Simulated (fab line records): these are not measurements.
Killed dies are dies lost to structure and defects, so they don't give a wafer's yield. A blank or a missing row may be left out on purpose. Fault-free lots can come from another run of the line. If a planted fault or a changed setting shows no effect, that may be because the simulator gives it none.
Which tool is to blame? -- flow n5-finfet -- 24 lots with 72 wafers sampled at 6 steps, on a route of 1938 steps

WHAT THE GAUGES SHOWED, per wafer
N5_MIM_TOP_LITHO_OVL_MEAS_11.
lot,measured,on,MIM_TOP_OVL (nm)
L075,day 13 15:26,overlay-02,4 11 8
L074,day 14 15:02,overlay-01,20 12 15
L076,day 14 20:51,overlay-02,13 14 18
L077,day 15 07:50,overlay-01,19 17 22
L078,day 15 08:27,overlay-02,15 9 17
L083,day 16 04:09,overlay-02,5 11 12
L079,day 16 05:38,overlay-01,4 9 5
L081,day 16 20:09,overlay-02,3 5 -1
L084,day 17 07:22,overlay-02,18 17 14
L082,day 17 08:28,overlay-02,9 6 3
L080,day 17 15:53,overlay-01,6 10 15
L085,day 17 16:52,overlay-02,7 15 2
L087,day 17 19:58,overlay-02,18 10 11
L090,day 18 10:36,overlay-02,5 9 9
L088,day 18 10:47,overlay-01,10 15 13
L086,day 18 14:23,overlay-01,12 14 10
L089,day 18 14:31,overlay-02,13 16 6
L092,day 18 16:19,overlay-02,3 2 2
L093,day 18 16:40,overlay-01,13 15 13
L091,day 19 01:04,overlay-02,8 14 12
L094,day 19 08:46,overlay-01,12 14 7
L095,day 19 21:22,overlay-01,8 6 7
L097,day 19 21:28,overlay-01,11 8 15
L096,day 20 16:13,overlay-01,10 16 12

N5_MIM_TOP_LITHO_INSPECT_12: inspects for defects (macro).
lot,measured,on,raw-defect-count
L075,day 13 15:28,defect-inspect-01,1 3 3
L074,day 14 15:04,defect-inspect-02,2 3 5
L076,day 14 20:52,defect-inspect-02,3 4 0
L077,day 15 07:52,defect-inspect-01,2 2 0
L078,day 15 08:29,defect-inspect-01,4 0 3
L083,day 16 04:10,defect-inspect-01,5 3 3
L079,day 16 05:40,defect-inspect-01,6 0 1
L081,day 16 20:10,defect-inspect-02,0 1 5
L084,day 17 07:24,defect-inspect-02,4 5 0
L082,day 17 08:29,defect-inspect-02,3 1 2
L080,day 17 15:55,defect-inspect-02,3 6 1
L085,day 17 16:53,defect-inspect-01,2 2 1
L087,day 17 19:59,defect-inspect-02,0 3 0
L090,day 18 10:37,defect-inspect-02,3 4 4
L088,day 18 10:49,defect-inspect-01,0 7 5
L086,day 18 14:25,defect-inspect-02,2 2 0
L089,day 18 14:32,defect-inspect-02,1 2 2
L092,day 18 16:21,defect-inspect-02,0 0 3
L093,day 18 16:41,defect-inspect-02,4 0 1
L091,day 19 01:05,defect-inspect-02,1 0 0
L094,day 19 08:47,defect-inspect-02,3 3 0
L095,day 19 21:23,defect-inspect-01,3 0 6
L097,day 19 21:30,defect-inspect-01,1 4 0
L096,day 20 16:15,defect-inspect-02,3 1 3

N5_MIM_BOT_LITHO_CD_MEAS_08: the cd target is 3000 nm.
lot,measured,on,cd-nm (nm)
L075,day 13 16:27,cd-sem-01,3004.2 3001.5 3003.1
L074,day 14 15:52,cd-sem-03,3001.1 3000.8 3001.4
L076,day 14 21:43,cd-sem-03,3001.4 2999.6 3000.5
L077,day 15 08:33,cd-sem-01,2999.3 2999.2 2997.8
L078,day 15 09:24,cd-sem-02,2998.4 3000.2 3000.1
L083,day 16 05:00,cd-sem-03,3002.1 2999.6 3000.6
L079,day 16 06:41,cd-sem-01,3001.1 3000.9 2999.9
L081,day 16 21:13,cd-sem-02,3001.8 3001.7 3001.1
L084,day 17 08:05,cd-sem-02,3001.5 3000.2 3003.4
L082,day 17 09:10,cd-sem-02,2999.6 3001.2 3001.3
L080,day 17 16:50,cd-sem-02,2999.5 2998.1 2998.8
L085,day 17 17:43,cd-sem-01,2999.7 2999.3 3000.9
L087,day 17 20:44,cd-sem-02,3000.2 2999.1 2999.4
L090,day 18 11:26,cd-sem-01,3001.0 3002.6 3001.0
L088,day 18 11:46,cd-sem-02,3000.4 3000.2 3001.1
L086,day 18 15:16,cd-sem-01,3001.9 3000.3 3001.2
L089,day 18 15:35,cd-sem-01,2998.2 2998.2 2999.6
L092,day 18 17:10,cd-sem-02,3000.2 2998.0 2999.8
L093,day 18 17:30,cd-sem-02,3000.3 2999.2 2998.3
L091,day 19 01:46,cd-sem-03,3000.1 2999.4 2999.1
L094,day 19 09:56,cd-sem-01,3001.6 3000.9 3002.9
L095,day 19 22:08,cd-sem-03,2998.7 2999.7 3002.0
L097,day 19 22:19,cd-sem-01,3000.7 2998.1 2998.7
L096,day 20 16:57,cd-sem-03,3002.9 3000.3 3001.4

N5_MIM_BOT_LITHO_INSPECT_12: inspects for defects (macro).
lot,measured,on,raw-defect-count
L075,day 13 16:30,defect-inspect-01,3 3 2
L074,day 14 15:55,defect-inspect-01,4 3 2
L076,day 14 21:46,defect-inspect-01,1 3 1
L077,day 15 08:37,defect-inspect-01,3 1 3
L078,day 15 09:28,defect-inspect-02,5 2 3
L083,day 16 05:03,defect-inspect-02,2 5 0
L079,day 16 06:44,defect-inspect-02,2 3 0
L081,day 16 21:16,defect-inspect-02,5 2 4
L084,day 17 08:08,defect-inspect-01,2 4 4
L082,day 17 09:14,defect-inspect-02,1 2 2
L080,day 17 16:54,defect-inspect-02,4 2 2
L085,day 17 17:47,defect-inspect-02,4 5 1
L087,day 17 20:47,defect-inspect-01,3 5 4
L090,day 18 11:29,defect-inspect-02,3 2 2
L088,day 18 11:49,defect-inspect-01,2 1 5
L086,day 18 15:19,defect-inspect-02,2 0 1
L089,day 18 15:38,defect-inspect-01,1 3 5
L092,day 18 17:13,defect-inspect-02,4 2 2
L093,day 18 17:34,defect-inspect-02,2 0 1
L091,day 19 01:49,defect-inspect-02,3 3 2
L094,day 19 09:59,defect-inspect-02,2 6 1
L095,day 19 22:11,defect-inspect-02,2 6 3
L097,day 19 22:23,defect-inspect-02,0 2 0
L096,day 20 17:01,defect-inspect-02,1 2 2

WHICH TOOL RAN EACH LOT (tool, then ch and the chambers of the sampled wafers, then the start)
lot,N5_BEOL_M15_PRE_CLEAN_42,N5_MIM_TOP_ALD_00
L075,"pvd-sputter-03, day 13 08:18","ald-hk-02 ch 0,1,3, day 13 11:36"
L074,"pvd-sputter-03, day 14 09:10","ald-hk-02 ch 0,2, day 14 13:56"
L076,"pvd-sputter-03, day 14 13:58","ald-hk-02 ch 0,2,3, day 14 19:24"
L077,"pvd-sputter-03, day 15 02:17","ald-hk-02 ch 0,1,3, day 15 06:25"
L078,"pvd-sputter-03, day 15 02:49","ald-hk-03 ch 0,3, day 15 07:06"
L083,"pvd-sputter-02, day 15 19:17","ald-hk-03 ch 0,2,3, day 15 22:45"
L079,"pvd-sputter-02, day 15 23:37","ald-hk-01 ch 0,2,3, day 16 04:33"
L081,"pvd-sputter-02, day 16 13:28","ald-hk-02 ch 0,1,2, day 16 16:29"
L084,"pvd-sputter-02, day 17 01:56","ald-hk-02 ch 0,2,3, day 17 04:34"
L082,"pvd-sputter-03, day 17 01:56","ald-hk-02 ch 1,2,3, day 17 07:04"
L080,"pvd-sputter-01, day 17 09:37","ald-hk-02 ch 0,3, day 17 13:19"
L085,"pvd-sputter-02, day 17 11:03","ald-hk-03 ch 2,3, day 17 15:20"
L087,"pvd-sputter-01, day 17 14:04","ald-hk-01 ch 2,3, day 17 16:46"
L090,"pvd-sputter-02, day 18 03:31","ald-hk-03 ch 2,3, day 18 06:52"
L088,"pvd-sputter-03, day 18 03:37","ald-hk-02 ch 0,1,3, day 18 07:24"
L086,"pvd-sputter-01, day 18 05:58","ald-hk-03 ch 0,1, day 18 10:22"
L089,"pvd-sputter-01, day 18 06:58","ald-hk-02 ch 1,3, day 18 10:31"
L092,"pvd-sputter-01, day 18 10:38","ald-hk-01 ch 0,1, day 18 15:07"
L093,"pvd-sputter-02, day 18 10:50","ald-hk-03 ch 0,1,2, day 18 15:11"
L091,"pvd-sputter-02, day 18 20:52","ald-hk-01 ch 0,2, day 19 00:02"
L094,"pvd-sputter-03, day 19 03:08","ald-hk-01 ch 0,1, day 19 07:26"
L095,"pvd-sputter-01, day 19 15:19","ald-hk-02 ch 0,1,3, day 19 20:14"
L097,"pvd-sputter-02, day 19 17:02","ald-hk-01 ch 0,1, day 19 20:34"
L096,"pvd-sputter-03, day 20 10:05","ald-hk-03 ch 0,1,2, day 20 14:38"
- N5_BEOL_M15_PRE_CLEAN_42: time 30 s.
- N5_MIM_TOP_ALD_00: deposits Al2O3, purge time 3 s, co reactant pulse time 3 s.

WHAT THE TOOLS THEMSELVES READ (means of the sampled wafers that have a number; where no wafer has one, the mark that the record gives instead)
N5_BEOL_M15_PRE_CLEAN_42.
lot,tool,heater-power-w (W),susceptor-temp-C (C)
L075,pvd-sputter-03,505,300.01
L074,pvd-sputter-03,481,300.12
L076,pvd-sputter-03,476,299.81
L077,pvd-sputter-03,513,299.84
L078,pvd-sputter-03,483,300.09
L083,pvd-sputter-02,435,300.12
L079,pvd-sputter-02,379,300.08
L081,pvd-sputter-02,406,299.88
L084,pvd-sputter-02,446,300.01
L082,pvd-sputter-03,490,300.02
L080,pvd-sputter-01,388,300.02
L085,pvd-sputter-02,406,299.97
L087,pvd-sputter-01,443,300.01
L090,pvd-sputter-02,470,300.00
L088,pvd-sputter-03,493,300.06
L086,pvd-sputter-01,409,299.87
L089,pvd-sputter-01,446,299.92
L092,pvd-sputter-01,444,299.96
L093,pvd-sputter-02,407,299.95
L091,pvd-sputter-02,464,299.96
L094,pvd-sputter-03,533,300.35
L095,pvd-sputter-01,448,300.02
L097,pvd-sputter-02,382,299.95
L096,pvd-sputter-03,508,300.09

N5_MIM_TOP_ALD_00.
lot,tool,precursor-pulse-height-rel
L075,ald-hk-02,1.001
L074,ald-hk-02,0.998
L076,ald-hk-02,1.008
L077,ald-hk-02,1.004
L078,ald-hk-03,1.012
L083,ald-hk-03,0.998
L079,ald-hk-01,1.021
L081,ald-hk-02,0.985
L084,ald-hk-02,1.006
L082,ald-hk-02,0.988
L080,ald-hk-02,1.009
L085,ald-hk-03,1.001
L087,ald-hk-01,1.007
L090,ald-hk-03,0.999
L088,ald-hk-02,1.004
L086,ald-hk-03,1.000
L089,ald-hk-02,0.993
L092,ald-hk-01,1.010
L093,ald-hk-03,1.000
L091,ald-hk-01,0.982
L094,ald-hk-01,1.010
L095,ald-hk-02,1.012
L097,ald-hk-01,1.005
L096,ald-hk-03,1.006

THE ANSWER, worked out from the rows above alone
Rule: the usual values come from the lots themselves. The widest of any qualifying gaps counts: lots, ordered by their means at a reading, are off when they make up no more than a third of the lots, leave a main group of 4 or more, and stand apart from it by 3 or more times the standard deviation of that group's means. Not used: any main group whose means are identical at the precision the tables above print for the reading. A lot without any number at a reading at which 4 lots or more have one is off too. The other lots that the step has rows for count as sound. First the gauges in route order, then the tools' own readings, where a lot's mean is used as printed above. At the first step where some lot is off, the reading lying furthest off is the one used; lots without a number count as furthest.
Across all readings shown, no lot is off: no conclusion can be drawn from this.

WHAT THE SIMULATOR HAD INSERTED
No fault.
